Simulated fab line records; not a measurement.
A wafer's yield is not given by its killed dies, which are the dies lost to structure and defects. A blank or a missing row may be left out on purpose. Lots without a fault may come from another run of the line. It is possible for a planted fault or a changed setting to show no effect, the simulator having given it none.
fab line records	flow n5_finfet
record lots=9	wafers=26	last_day=16
route steps=1938 shown BEOL_M0@730 BEOL_M1@766 BEOL_M4@1111 PASSIVATION@1936
lots that met no fault: taken from a fault-free run of the same line
start_h: hours from the record's opening day to when the first of the lot's shown wafers began	wait_h: hours elapsed since this lot's preceding step	" the same as in the row above	L1.1+2: several wafers, shown together as one row	- no value, or no start given	* or withheld: withheld	< > ~ a bound
route shown NAME@n: a module of which the file shows steps, and the number in the route of the first	usual: mean/standard deviation of fault-free wafers	same: alike in all rows	chamber/n: place in a boat	sites: readings site by site	_std_site: standard deviation across them	_edge_site: mean of outer sites minus mean of inner sites	radius_mm: how far each site lies from the wafer's centre	mask NAME#n: copy n	behind: the last tool/chamber to shape the wafer	hold: cause of the lot's hold/its duration in hours/its outcome	device: whichever transistor did not switch (one of n, p or np)	end of line: tests run on the same wafers once the route is complete	for a step that has no rows: nothing shown but its recipe	killed: at the first sort, the dies lost to defects and structure; wafer yield is something else	map: per-die view of a wafer (x killed, . not killed, _ where there is no die)
set.NAME: the run value of the setting; set.NAME@STEP: its run value at that earlier step	model.NAME: the simulator's own value behind a step, which no gauge read
a sample of lots followed through the steps of the route, with each step as a table and each wafer as a row
services: the hour from which a tool's chamber was out of use, counted from the record's first day as start_h (under 0 if before that day), plus the number of hours and why
## steps
# step N5_BEOL_M0_PRE_CLEAN_113
# recipe gas=H2/He	time_s=30	temp_c=250
# usual heater_power_w=318/33
lot.wafer	tool	chamber	start_h	wait_h	heater_power_w
L586.1	pvd_sputter-02	-	122.93	0.0	356
L586.2	"	-	"	"	326
L586.3	"	-	"	"	311
L590.2	pvd_sputter-01	-	142.54	0.0	355
L590.4	"	-	"	"	298
L590.6	"	-	"	"	301
L594.2	pvd_sputter-03	-	167.36	0.0	254
L594.3	"	-	"	"	298
L594.6	"	-	"	"	299
L599.4	pvd_sputter-01	-	198.84	0.0	306
L599.5	"	-	"	"	358
L599.6	"	-	"	"	294
L601.2	pvd_sputter-02	-	208.48	0.0	318
L601.3	"	-	"	"	356
L601.6	"	-	"	"	346
L604.1	pvd_sputter-03	-	223.65	0.0	253
L604.2	"	-	"	"	345
L603.1	pvd_sputter-03	-	223.82	0.0	350
L603.4	"	-	"	"	293
L603.5	"	-	"	"	330
L606.4	pvd_sputter-03	-	236.09	0.0	352
L606.5	"	-	"	"	258
L606.6	"	-	"	"	320
L607.2	pvd_sputter-03	-	242.79	0.0	303
L607.3	"	-	"	"	256
L607.5	"	-	"	"	321
# step N5_BEOL_M0_CMP_120
# recipe stop_on=SiOC	t_overpolish_s=6.9	down_force_psi=1	platen_rpm=50	clearing_platen_down_force_psi=1.5	clearing_platen_rpm=50	post_cmp_clean=cu_alkaline	clearing_platen_pad_velocity_m_s=0.99484	pad_velocity_m_s=0.99484
# usual barrier_field_endpoint_s=3.63/0.13	motor_current_A=5.7/0.45	overpolish_run_s=6.901/0.0083	platen_rpm=50.00/0.036	time_to_endpoint_s=63/3.3
lot.wafer	tool	chamber	start_h	wait_h	barrier_field_endpoint_s	motor_current_A	overpolish_run_s	platen_rpm	time_to_endpoint_s
L586.1	cmp-01	2	124.44	0.3	3.68	5.2	6.900	50.02	65
L586.2	"	3	"	"	3.57	5.6	6.912	49.99	62
L586.3	"	1	"	"	3.52	4.8	6.900	50.01	65
L590.2	cmp-01	0	145.69	0.3	3.67	5.5	6.911	49.98	66
L590.4	"	2	"	"	3.78	5.1	6.910	50.03	64
L590.6	"	1	"	"	3.72	5.1	6.905	50.03	65
L594.3	cmp-01	0	169.01	0.2	3.59	5.4	6.898	49.98	64
L594.2	"	3	"	"	3.69	5.9	6.899	50.04	64
L594.6	"	0	"	"	3.67	5.2	6.898	49.97	66
L599.4	cmp-01	2	200.63	0.2	3.60	5.2	6.898	50.01	68
L599.6	"	3	"	"	3.58	5.7	6.917	49.99	64
L599.5	"	0	"	"	3.85	5.0	6.894	49.98	66
L601.3	cmp-03	1	211.37	0.9	3.49	5.7	6.906	49.97	60
L601.2	"	2	"	"	3.34	6.5	6.905	50.00	53
L601.6	"	0	"	"	3.56	6.1	6.897	50.04	62
L604.2	cmp-03	0	225.09	0.3	3.68	5.9	6.891	50.02	62
L604.1	"	2	"	"	3.42	6.2	6.902	49.96	59
L603.4	cmp-01	1	225.56	0.2	3.75	5.1	6.918	50.03	66
L603.1	"	3	"	"	3.54	5.8	6.895	50.01	63
L603.5	"	1	"	"	3.67	5.1	6.903	50.01	67
L606.4	cmp-01	1	237.68	0.2	3.81	5.0	6.892	50.05	64
L606.5	"	2	"	"	3.79	4.9	6.894	49.96	64
L606.6	"	3	"	"	3.39	5.8	6.897	50.02	61
L607.2	cmp-03	3	244.79	0.2	3.62	5.8	6.898	49.98	62
L607.3	"	1	"	"	3.57	6.2	6.902	50.03	64
L607.5	"	3	"	"	3.61	5.8	6.897	50.00	66
# step N5_BEOL_M0_CO_CAP_123
# recipe material=Co	target_thk_a=20	temp_c=200	precursor=CCTBA/H2	pressure_torr=30	time_s=102.1
# usual heater_power_w=235/15
lot.wafer	tool	chamber	start_h	wait_h	heater_power_w
L586.1	cvd_co-01	1	124.81	0.0	220
L586.2	"	2	"	"	233
L586.3	"	0	"	"	221
L590.2	cvd_co-01	1	146.08	0.0	216
L590.4	"	0	"	"	219
L590.6	"	2	"	"	241
L594.2	cvd_co-01	0	169.39	0.0	223
L594.3	"	2	"	"	239
L594.6	"	2	"	"	243
L599.4	cvd_co-02	1	201.05	0.0	253
L599.5	"	2	"	"	241
L599.6	"	0	"	"	254
L601.2	cvd_co-01	0	211.71	0.0	221
L601.3	"	2	"	"	245
L601.6	"	1	"	"	219
L604.1	cvd_co-02	2	225.43	0.0	240
L604.2	"	1	"	"	250
L603.1	cvd_co-01	2	225.89	0.0	243
L603.4	"	2	"	"	238
L603.5	"	1	"	"	213
L606.4	cvd_co-01	1	238.06	0.0	215
L606.5	"	2	"	"	239
L606.6	"	0	"	"	217
L607.2	cvd_co-01	0	245.16	0.0	218
L607.3	"	1	"	"	217
L607.5	"	1	"	"	213
# step N5_BEOL_M0_RS_MEAS_126
# recipe thk_meas_gauge=four-point-probe	reads=Co_of_BEOL_M0_CO_CAP_123+Cu_of_BEOL_M0_ECD_118+Co_of_BEOL_M0_CVD_115+TaN_of_BEOL_M0_ALD_136
# usual M0_RS=0.531/0.018
lot.wafer	tool	chamber	start_h	wait_h	M0_RS[ohm/sq]
L586.1	film_metro-01	-	125.02	0.1	0.512
L586.2	"	-	"	"	0.558
L586.3	"	-	"	"	0.532
L590.2	film_metro-02	-	146.26	0.1	0.521
L590.4	"	-	"	"	0.533
L590.6	"	-	"	"	0.501
L594.2	film_metro-02	-	169.57	0.1	0.527
L594.3	"	-	"	"	0.525
L594.6	"	-	"	"	0.523
L599.4	film_metro-01	-	201.20	0.0	0.508
L599.5	"	-	"	"	0.507
L599.6	"	-	"	"	0.514
L601.2	film_metro-01	-	211.89	0.1	0.542
L601.3	"	-	"	"	0.533
L601.6	"	-	"	"	0.519
L604.1	film_metro-01	-	225.61	0.0	0.566
L604.2	"	-	"	"	0.530
L603.1	film_metro-02	-	226.08	0.0	0.511
L603.4	"	-	"	"	0.502
L603.5	"	-	"	"	0.502
L606.4	film_metro-02	-	238.21	0.0	0.500
L606.5	"	-	"	"	0.519
L606.6	"	-	"	"	0.504
L607.2	film_metro-02	-	245.34	0.1	0.532
L607.3	"	-	"	"	0.528
L607.5	"	-	"	"	0.507
# step N5_BEOL_M0_INSPECT_127
# recipe inspect_instrument=darkfield	mode=post_dep
# usual raw_defect_count=72/25
lot.wafer	tool	chamber	start_h	wait_h	raw_defect_count
L586.1	defect_inspect-02	-	125.05	0.0	48
L586.2	"	-	"	"	63
L586.3	"	-	"	"	38
L590.2	defect_inspect-01	-	146.29	0.0	91
L590.4	"	-	"	"	78
L590.6	"	-	"	"	99
L594.2	defect_inspect-02	-	169.60	0.0	68
L594.3	"	-	"	"	47
L594.6	"	-	"	"	68
L599.4	defect_inspect-02	-	201.23	0.0	115
L599.5	"	-	"	"	70
L599.6	"	-	"	"	101
L601.2	defect_inspect-02	-	211.92	0.0	55
L601.3	"	-	"	"	31
L601.6	"	-	"	"	46
L604.1	defect_inspect-02	-	225.64	0.0	67
L604.2	"	-	"	"	57
L603.1	defect_inspect-02	-	226.10	0.0	355
L603.4	"	-	"	"	369
L603.5	"	-	"	"	379
L606.4	defect_inspect-01	-	238.23	0.0	389
L606.5	"	-	"	"	372
L606.6	"	-	"	"	412
L607.2	defect_inspect-01	-	245.37	0.0	424
L607.3	"	-	"	"	365
L607.5	"	-	"	"	329
# step N5_BEOL_M1_INSPECT_13
# recipe mode=adi	inspect_instrument=brightfield
# usual raw_defect_count=433/110
lot.wafer	tool	chamber	start_h	wait_h	raw_defect_count
L586.1	defect_inspect-02	-	126.56	0.1	333
L586.2	"	-	"	"	381
L586.3	"	-	"	"	378
L590.2	defect_inspect-02	-	148.58	0.0	587
L590.4	"	-	"	"	632
L590.6	"	-	"	"	477
L594.2	defect_inspect-01	-	171.45	0.0	367
L594.3	"	-	"	"	380
L594.6	"	-	"	"	361
L599.4	defect_inspect-02	-	204.83	0.0	589
L599.5	"	-	"	"	488
L599.6	"	-	"	"	544
L601.2	defect_inspect-02	-	212.97	0.0	248
L601.3	"	-	"	"	238
L601.6	"	-	"	"	336
L604.1	defect_inspect-02	-	226.82	0.1	383
L604.2	"	-	"	"	288
L603.1	defect_inspect-02	-	227.11	0.1	597
L603.4	"	-	"	"	641
L603.5	"	-	"	"	695
L606.4	defect_inspect-02	-	239.25	0.0	684
L606.5	"	-	"	"	594
L606.6	"	-	"	"	811
L607.2	defect_inspect-02	-	250.15	0.0	977
L607.3	"	-	"	"	735
L607.5	"	-	"	"	690
# step N5_BEOL_M1_INSPECT_30
# recipe mode=adi	inspect_instrument=brightfield
# usual raw_defect_count=440/110
lot.wafer	tool	chamber	start_h	wait_h	raw_defect_count
L586.1	defect_inspect-01	-	128.19	0.1	359
L586.2	"	-	"	"	409
L586.3	"	-	"	"	417
L590.2	defect_inspect-02	-	149.46	0.0	605
L590.4	"	-	"	"	638
L590.6	"	-	"	"	481
L594.2	defect_inspect-02	-	172.58	0.0	333
L594.3	"	-	"	"	372
L594.6	"	-	"	"	336
L599.4	defect_inspect-01	-	205.83	0.0	612
L599.5	"	-	"	"	489
L599.6	"	-	"	"	546
L601.2	defect_inspect-01	-	213.97	0.0	262
L601.3	"	-	"	"	258
L601.6	"	-	"	"	346
L604.1	defect_inspect-02	-	227.72	0.1	357
L604.2	"	-	"	"	303
L603.1	defect_inspect-02	-	227.98	0.1	604
L603.4	"	-	"	"	649
L603.5	"	-	"	"	679
L606.4	defect_inspect-01	-	240.15	0.0	724
L606.5	"	-	"	"	626
L606.6	"	-	"	"	821
L607.2	defect_inspect-01	-	251.78	0.0	982
L607.3	"	-	"	"	799
L607.5	"	-	"	"	716
# step N5_BEOL_M4_RC_MEAS_101
# usual DIBL_N=36.6/2.1	DIBL_P=36.3/2.2	IOFF_N=0.16/0.036	IOFF_P=0.21/0.038	ION_N=671/12	ION_P=460/7.5	SS_N=71.8/0.72	SS_P=73.3/0.72	VT_N=250/3.2	VT_P=-250/3.5
lot.wafer	tool	chamber	start_h	wait_h	DIBL_N[mV/V]	DIBL_P[mV/V]	IOFF_N[nA/um]	IOFF_P[nA/um]	ION_N[uA/um]	ION_P[uA/um]	SS_N[mV/dec]	SS_P[mV/dec]	VT_N[mV]	VT_P[mV]
L586.1	prober-02	0	162.49	0.0	40.1	39.8	0.20	0.21	675	456	72.6	73.9	248	-254
L586.2	"	0	"	"	35.0	35.4	0.12	0.16	655	453	71.2	72.8	253	-257
L586.3	"	0	"	"	37.9	38.1	0.16	0.19	669	456	71.4	73.9	252	-257
L590.2	prober-01	0	185.55	0.2	39.1	39.6	0.20	0.25	683	458	72.3	74.0	249	-247
L590.4	"	0	"	"	34.7	33.7	0.13	0.17	654	451	71.3	72.3	252	-252
L590.6	"	0	"	"	33.8	33.0	0.11	0.15	656	454	70.9	72.3	252	-255
L594.2	prober-01	0	209.11	0.2	35.7	35.6	0.16	0.21	674	459	71.9	73.0	248	-252
L594.3	"	0	"	"	36.0	36.6	0.16	0.23	673	462	71.8	73.2	250	-249
L594.6	"	0	"	"	35.9	36.8	0.16	0.22	673	458	72.2	73.3	249	-250
L599.4	prober-01	0	242.73	0.5	40.5	39.9	0.23	0.26	696	469	72.1	74.7	244	-249
L599.5	"	0	"	"	42.0	42.1	0.27	0.30	694	470	73.8	74.8	246	-244
L599.6	"	0	"	"	40.0	37.6	0.20	0.21	666	452	73.2	73.8	249	-251
L601.2	prober-02	0	247.75	0.2	36.7	37.9	0.18	0.20	693	467	71.2	73.5	249	-253
L601.3	"	0	"	"	36.1	37.2	0.16	0.19	675	455	70.8	73.3	250	-253
L601.6	"	0	"	"	38.2	38.9	0.19	0.22	673	460	72.4	73.5	251	-248
L603.1	prober-02	0	272.36	0.0	32.8	32.3	0.12	0.17	668	464	70.8	73.3	254	-250
L603.4	"	0	"	"	33.7	33.2	0.14	0.19	669	457	71.0	72.4	249	-248
L603.5	"	0	"	"	33.1	33.8	0.13	0.20	674	466	71.1	72.9	252	-248
L604.1	prober-02	0	275.01	0.0	34.1	35.0	0.13	0.18	680	464	71.4	72.3	249	-251
L604.2	"	0	"	"	36.6	37.4	0.18	0.21	669	456	72.4	73.0	249	-252
L606.4	prober-02	0	283.35	0.5	37.9	37.7	0.18	0.22	672	451	71.8	73.7	250	-253
L606.5	"	0	"	"	35.5	35.2	0.14	0.19	667	457	71.7	72.5	254	-254
L606.6	"	0	"	"	36.4	36.9	0.16	0.22	682	462	71.6	73.5	249	-251
L607.2	prober-01	0	290.95	0.2	37.2	35.3	0.16	0.24	658	456	72.2	73.5	251	-246
L607.3	"	0	"	"	33.6	32.8	0.12	0.21	666	468	70.6	72.2	255	-249
L607.5	"	0	"	"	34.7	33.9	0.14	0.21	667	469	70.3	72.7	247	-246
# step N5_PASSIVATION_PROBE_49
# usual defect_limited_yield=91.1/1.4	killed_at_M0_to_M3=33/9.1	killed_at_M4_up=14/5.6	killed_at_contacts=13/5.7	killed_at_front_end=42/12	killed_at_other=4/3	killed_dies=105/16	killed_open=69/11	killed_short=34/7.5	sort_bin_4_leakage=0.00/0.0072	sort_bin_5_function=5.2/0.91	sort_bin_6_memory=3.3/0.64	sort_bin_8_speed=0.0/0.37	sort_n_pass=1075/16	sort_yield_pct=91.1/1.4
# same gross_dies=1180	killed_at_back_side=0
lot.wafer	tool	chamber	start_h	wait_h	defect_limited_yield[%]	killed_at_M0_to_M3	killed_at_M4_up	killed_at_contacts	killed_at_front_end	killed_at_other	killed_dies	killed_open	killed_short	sort_bin_4_leakage[%]	sort_bin_5_function[%]	sort_bin_6_memory[%]	sort_bin_8_speed[%]	sort_n_pass	sort_yield_pct[%]
L586.1	prober-02	-	262.73	0.0	90.3	28	19	11	54	2	114	73	37	0	5.4	3.6	0	1066	90.3
L586.2	prober-02	-	262.78	0.1	91.6	28	24	12	33	2	99	66	28	0	4.5	3.6	0	1081	91.6
L586.3	prober-02	-	262.83	0.1	91.5	29	13	6	51	1	100	66	33	0	4.4	3.8	0	1080	91.5
L590.2	prober-01	-	283.81	0.1	91.3	18	13	19	51	2	103	61	42	0	4.9	3.3	0	1077	91.3
L590.4	prober-01	-	283.91	0.2	91.7	31	13	14	33	7	98	54	40	0	5.1	2.9	0	1082	91.7
L590.6	prober-01	-	284.01	0.3	91.9	35	10	15	34	1	95	61	32	0	5.4	2.3	0	1085	91.9
L594.2	prober-02	-	309.78	0.1	92.3	36	10	15	28	2	91	65	26	0	4.6	3.1	0	1089	92.3
L594.3	prober-02	-	309.83	0.1	89.5	41	13	16	53	1	124	72	51	0	5.8	4.0	0	1056	89.5
L594.6	prober-02	-	309.98	0.3	91.0	45	3	13	41	4	106	63	42	0	5.2	3.1	0	1074	91.0
L599.4	prober-02	-	341.60	0.2	90.7	28	14	14	51	3	110	71	39	0	5.4	3.6	0	1070	90.7
L599.5	prober-02	-	341.65	0.2	93.1	26	8	10	35	3	82	51	31	0.08	4.3	2.5	0	1097	93.0
L599.6	prober-02	-	341.70	0.3	92.1	30	11	7	45	0	93	61	25	0	4.2	2.8	0	1087	92.1
L601.2	prober-02	-	346.04	0.1	90.8	27	26	3	51	1	108	77	30	0	5.3	3.6	0	1072	90.8
L601.3	prober-02	-	346.09	0.1	91.7	38	13	15	31	1	98	66	31	0	5.3	2.8	0	1082	91.7
L601.6	prober-02	-	346.24	0.3	92.2	27	20	10	35	0	92	69	21	0	4.1	3.6	0	1088	92.2
L603.1	prober-01	-	368.26	0.0	86.9	124	8	1	18	4	155	29	27	0	9.2	2.9	0	1025	86.9
L603.4	prober-01	-	368.41	0.2	81.7	136	17	11	43	9	216	83	20	0	11.0	4.8	0	964	81.7
L603.5	prober-01	-	368.46	0.2	83.6	133	16	12	30	2	193	50	24	0	9.8	4.0	0	987	83.6
L604.1	prober-01	-	378.24	0.0	90.8	33	18	3	46	8	108	72	36	0	4.7	4.1	0	1072	90.8
L604.2	prober-01	-	378.29	0.1	89.9	40	17	11	46	5	119	78	39	0	5.7	3.9	0.1	1061	89.9
L606.4	prober-01	-	382.69	0.2	83.8	121	19	6	44	1	191	53	38	0	9.4	4.7	0	989	83.8
L606.5	prober-01	-	382.74	0.2	83.1	125	16	11	48	0	200	59	41	0	11.3	3.8	0	980	83.1
L606.6	prober-01	-	382.79	0.3	82.6	139	14	14	37	1	205	71	33	0	10.5	5.1	0	975	82.6
L607.2	prober-02	-	390.10	0.1	84.2	116	17	7	44	2	186	65	34	0	9.5	4.5	0	994	84.2
L607.3	prober-02	-	390.15	0.1	84.5	137	6	10	29	1	183	50	35	0	10.7	3.6	0	997	84.5
L607.5	prober-02	-	390.25	0.2	83.6	128	10	9	44	3	194	63	38	0	10.8	4.1	0	986	83.6
# killed by level:class
L586.1 FIN_SAQP:geometric_particle:open=15 STI_FIN_REVEAL:geometric_particle:open=13 BEOL_M3:geometric_particle:open=10 FIN_SAQP:geometric_particle:short=8 MOL_CONTACT_COAG:geometric_particle:open=7 BEOL_M4:geometric_particle:open=5 BEOL_M0_SAQP:geometric_particle:open=5 MOL_CONTACT_COAG:geometric_particle:short=4
L586.2 BEOL_M4:geometric_particle:open=15 FIN_SAQP:geometric_particle:open=10 BEOL_M3:geometric_particle:open=10 FIN_SAQP:geometric_particle:short=8 MOL_CONTACT_COAG:geometric_particle:open=8 GATE_CUT:geometric_particle:short=5 BEOL_M2:geometric_particle:open=5 MOL_CONTACT_COAG:geometric_particle:short=4
L586.3 FIN_SAQP:geometric_particle:short=14 BEOL_M3:geometric_particle:open=13 FIN_SAQP:geometric_particle:open=11 BEOL_M4:geometric_particle:open=8 BEOL_M2:geometric_particle:open=7 MOL_CONTACT_COAG:geometric_particle:open=5 STI_FIN_REVEAL:geometric_particle:open=5 GATE_CUT:geometric_particle:short=5
L590.2 MOL_CONTACT_COAG:geometric_particle:open=15 FIN_SAQP:geometric_particle:short=12 BEOL_M0_SAQP:geometric_particle:short=9 DUMMY_GATE:geometric_particle:open=8 FIN_SAQP:geometric_particle:open=6 GATE_CUT:geometric_particle:short=6 ILD0:geometric_particle:open=5 MOL_CONTACT_COAG:geometric_particle:short=4
L590.4 FIN_SAQP:geometric_particle:short=12 BEOL_M0_SAQP:geometric_particle:short=11 MOL_CONTACT_COAG:geometric_particle:open=11 FIN_SAQP:geometric_particle:open=8 BEOL_M1:geometric_particle:open=7 BEOL_M0_SAQP:geometric_particle:open=6 GATE_CUT:geometric_particle:open=3 MOL_CONTACT_COAG:geometric_particle:short=3
L590.6 GATE_CUT:geometric_particle:open=8 MOL_CONTACT_COAG:geometric_particle:open=8 BEOL_M0_SAQP:geometric_particle:short=8 FIN_SAQP:geometric_particle:open=7 BEOL_M2:geometric_particle:open=7 BEOL_M3:geometric_particle:open=7 GATE_CUT:geometric_particle:short=6 MOL_CONTACT_COAG:geometric_particle:short=6
L594.2 MOL_CONTACT_COAG:geometric_particle:open=11 FIN_SAQP:geometric_particle:open=8 BEOL_M2:geometric_particle:open=7 STI_FIN_REVEAL:geometric_particle:open=6 BEOL_M1:geometric_particle:open=6 BEOL_M0_SAQP:geometric_particle:short=6 BEOL_M0_SAQP:geometric_particle:open=5 BEOL_M3:geometric_particle:open=5
L594.3 STI_FIN_REVEAL:geometric_particle:open=10 FIN_SAQP:geometric_particle:short=9 BEOL_M1:geometric_particle:open=9 MOL_CONTACT_COAG:geometric_particle:open=9 FIN_SAQP:geometric_particle:open=7 MOL_CONTACT_COAG:geometric_particle:short=7 DUMMY_GATE:geometric_particle:open=6 BEOL_M1:geometric_particle:short=6
L594.6 FIN_SAQP:geometric_particle:short=13 FIN_SAQP:geometric_particle:open=11 BEOL_M1:geometric_particle:open=11 BEOL_M0_SAQP:geometric_particle:short=10 BEOL_M3:geometric_particle:open=10 MOL_CONTACT_COAG:geometric_particle:open=9 BEOL_M0_SAQP:geometric_particle:open=4 BEOL_M2:geometric_particle:short=4
L599.4 MOL_CONTACT_COAG:geometric_particle:open=13 DUMMY_GATE:geometric_particle:open=9 FIN_SAQP:geometric_particle:short=8 STI_FIN_REVEAL:geometric_particle:open=6 BEOL_M0_SAQP:geometric_particle:short=6 BEOL_M1:geometric_particle:open=6 BEOL_M3:geometric_particle:open=6 FIN_SAQP:geometric_particle:open=5
L599.5 MOL_CONTACT_COAG:geometric_particle:open=8 DUMMY_GATE:geometric_particle:open=6 BEOL_M0_SAQP:geometric_particle:short=6 STI_FIN_REVEAL:geometric_particle:open=5 GATE_CUT:geometric_particle:short=5 BEOL_M0_SAQP:geometric_particle:open=5 BEOL_M2:geometric_particle:open=4 BEOL_M3:geometric_particle:open=4
L599.6 BEOL_M3:geometric_particle:open=12 GATE_CUT:geometric_particle:short=8 DUMMY_GATE:geometric_particle:open=6 MOL_CONTACT_COAG:geometric_particle:open=6 BEOL_M2:geometric_particle:open=6 HKMG_FIN:area_etch=6 FIN_SAQP:geometric_particle:open=5 FIN_SAQP:geometric_particle:short=5
L601.2 STI_FIN_REVEAL:geometric_particle:open=18 BEOL_M2:geometric_particle:open=10 BEOL_M4:geometric_particle:open=10 FIN_SAQP:geometric_particle:short=6 FIN_SAQP:geometric_particle:open=6 GATE_CUT:geometric_particle:short=6 BEOL_M0_SAQP:geometric_particle:short=5 BEOL_M0_SAQP:geometric_particle:open=5
L601.3 MOL_CONTACT_COAG:geometric_particle:open=12 BEOL_M0_SAQP:geometric_particle:short=10 BEOL_M0_SAQP:geometric_particle:open=8 GATE_CUT:geometric_particle:short=5 BEOL_M1:geometric_particle:open=5 BEOL_M6:geometric_particle:open=5 FIN_SAQP:geometric_particle:short=4 STI_FIN_REVEAL:geometric_particle:open=4
L601.6 STI_FIN_REVEAL:geometric_particle:open=20 MOL_CONTACT_COAG:geometric_particle:open=9 BEOL_M4:geometric_particle:open=8 BEOL_M3:geometric_particle:open=5 BEOL_M0_SAQP:geometric_particle:open=5 BEOL_M5:geometric_particle:open=5 STI_FIN_REVEAL:geometric_particle:short=4 BEOL_M0:geometric_particle:open=4
L603.1 BEOL_M0:unspecified=98 BEOL_M0_SAQP:geometric_particle:short=7 FIN_SAQP:geometric_particle:short=6 BEOL_M3:geometric_particle:open=6 BEOL_M1:geometric_particle:open=4 FIN_SAQP:geometric_particle:open=2 ILD0:geometric_particle:open=2 GATE_CUT:geometric_particle:open=2
L603.4 BEOL_M0:unspecified=99 STI_FIN_REVEAL:geometric_particle:open=16 HKMG_FIN:area_etch=14 MOL_CONTACT_COAG:geometric_particle:open=10 BEOL_M0_SAQP:geometric_particle:open=8 BEOL_M1:geometric_particle:open=8 BEOL_M5:geometric_particle:open=7 BEOL_M4:geometric_particle:open=7
L603.5 BEOL_M0:unspecified=113 MOL_CONTACT_COAG:geometric_particle:open=9 BEOL_M4:geometric_particle:open=6 HKMG_FIN:area_etch=6 BEOL_M0_SAQP:geometric_particle:open=5 GATE_CUT:geometric_particle:short=4 STARTING-WAFER:geometric_particle:short=4 FIN_SAQP:geometric_particle:open=3
L604.1 STI_FIN_REVEAL:geometric_particle:open=12 BEOL_M0_SAQP:geometric_particle:short=12 BEOL_M0_SAQP:geometric_particle:open=11 BEOL_M4:geometric_particle:open=10 FIN_SAQP:geometric_particle:short=9 FIN_SAQP:geometric_particle:open=6 BEOL_M3:geometric_particle:open=5 PASS1_CAP:geometric_particle:open=4
L604.2 BEOL_M4:geometric_particle:open=13 STI_FIN_REVEAL:geometric_particle:open=10 BEOL_M3:geometric_particle:open=10 FIN_SAQP:geometric_particle:short=9 FIN_SAQP:geometric_particle:open=9 MOL_CONTACT_COAG:geometric_particle:open=9 BEOL_M0_SAQP:geometric_particle:short=8 BEOL_M0_SAQP:geometric_particle:open=7
L606.4 BEOL_M0:unspecified=98 STI_FIN_REVEAL:geometric_particle:open=11 BEOL_M4:geometric_particle:open=9 FIN_SAQP:geometric_particle:short=8 BEOL_M3:geometric_particle:open=6 FIN_SAQP:geometric_particle:open=5 MOL_CONTACT_COAG:geometric_particle:open=5 ILD0:geometric_particle:short=5
L606.5 BEOL_M0:unspecified=97 FIN_SAQP:geometric_particle:short=9 STI_FIN_REVEAL:geometric_particle:open=9 MOL_CONTACT_COAG:geometric_particle:open=8 BEOL_M4:geometric_particle:short=7 GATE_CUT:geometric_particle:short=6 BEOL_M3:geometric_particle:open=6 STARTING-WAFER:geometric_particle:open=6
L606.6 BEOL_M0:unspecified=96 STI_FIN_REVEAL:geometric_particle:open=12 MOL_CONTACT_COAG:geometric_particle:open=12 BEOL_M0_SAQP:geometric_particle:open=12 BEOL_M0_SAQP:geometric_particle:short=10 BEOL_M3:geometric_particle:open=6 FIN_SAQP:geometric_particle:open=4 DUMMY_GATE:geometric_particle:open=4
L607.2 BEOL_M0:unspecified=87 BEOL_M1:geometric_particle:open=13 GATE_CUT:geometric_particle:short=8 BEOL_M2:geometric_particle:open=7 BEOL_M4:geometric_particle:open=7 GATE_CUT:geometric_particle:open=6 MOL_CONTACT_COAG:geometric_particle:open=6 STI_FIN_REVEAL:geometric_particle:open=5
L607.3 BEOL_M0:unspecified=97 BEOL_M0_SAQP:geometric_particle:short=10 BEOL_M0_SAQP:geometric_particle:open=8 BEOL_M1:geometric_particle:open=8 BEOL_M3:geometric_particle:open=6 FIN_SAQP:geometric_particle:short=5 MOL_CONTACT_COAG:geometric_particle:open=5 MOL_CONTACT_COAG:geometric_particle:short=4
L607.5 BEOL_M0:unspecified=92 FIN_SAQP:geometric_particle:short=10 MOL_CONTACT_COAG:geometric_particle:open=9 BEOL_M0_SAQP:geometric_particle:short=8 BEOL_M3:geometric_particle:open=7 ILD0:geometric_particle:open=6 FIN_SAQP:geometric_particle:open=5 GATE_CUT:geometric_particle:open=5
## services
tool	chamber	start_h	hours	kind
cvd_co-02	1	114.67	-	clean
cvd_co-02	1	114.67	22.0	scheduled_down
cvd_co-02	1	114.67	22.0	vent_cycle
pvd_sputter-01	-	129.27	6.9	repair
cmp-03	-	152.68	4.0	pm
cvd_co-02	-	154.10	6.9	pm
cmp-03	-	156.68	-	consumable_replace:conditioner
cmp-03	-	156.68	-	consumable_replace:pad
pvd_sputter-01	-	161.78	0.8	repair
cmp-01	-	165.80	0.3	repair
cvd_co-01	-	171.84	39.5	repair
cmp-01	-	182.22	4.0	pm
cmp-01	-	186.22	-	consumable_replace:conditioner
cmp-01	-	186.22	-	consumable_replace:pad
cmp-01	-	186.22	4.1	pm
cmp-03	-	192.87	3.3	repair
cmp-01	-	238.83	2.8	repair
## key
first_sign step=N5_BEOL_M0_INSPECT_127	reading=raw_defect_count	direction=up	sigmas=12	usual=72	struck=377
effect step=N5_BEOL_M1_INSPECT_13	reading=raw_defect_count	direction=up	sigmas=2.6	usual=433	struck=714
effect step=N5_BEOL_M1_INSPECT_30	reading=raw_defect_count	direction=up	sigmas=2.7	usual=440	struck=733
effect step=N5_PASSIVATION_PROBE_49	reading=killed_at_M0_to_M3	direction=up	sigmas=11	usual=33	struck=129
more_kills_born_at N5_BEOL_M0_CO_CAP_123@cvd_co-01=877
met_at N5_BEOL_M0_CO_CAP_123
struck_lots L603,L606,L607
baseline_loss step=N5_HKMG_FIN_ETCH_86	wafers=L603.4
not_acting_at N5_BEOL_M0_PRE_CLEAN_113,N5_BEOL_M0_CMP_120,N5_BEOL_M0_RS_MEAS_126
onset_between 211.71 225.89
also_fits time
fault kind=chamber_particle_source	tool=cvd_co-01	chamber=-	onset_h=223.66	steps=N5_BEOL_M0_CO_CAP_123	rate_per_visit_cm2=0.4661	end_h=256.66
# baseline_loss: these wafers lose ten dies or more at that step, a loss of the line's own and not of a fault; the sort's usual values leave them out
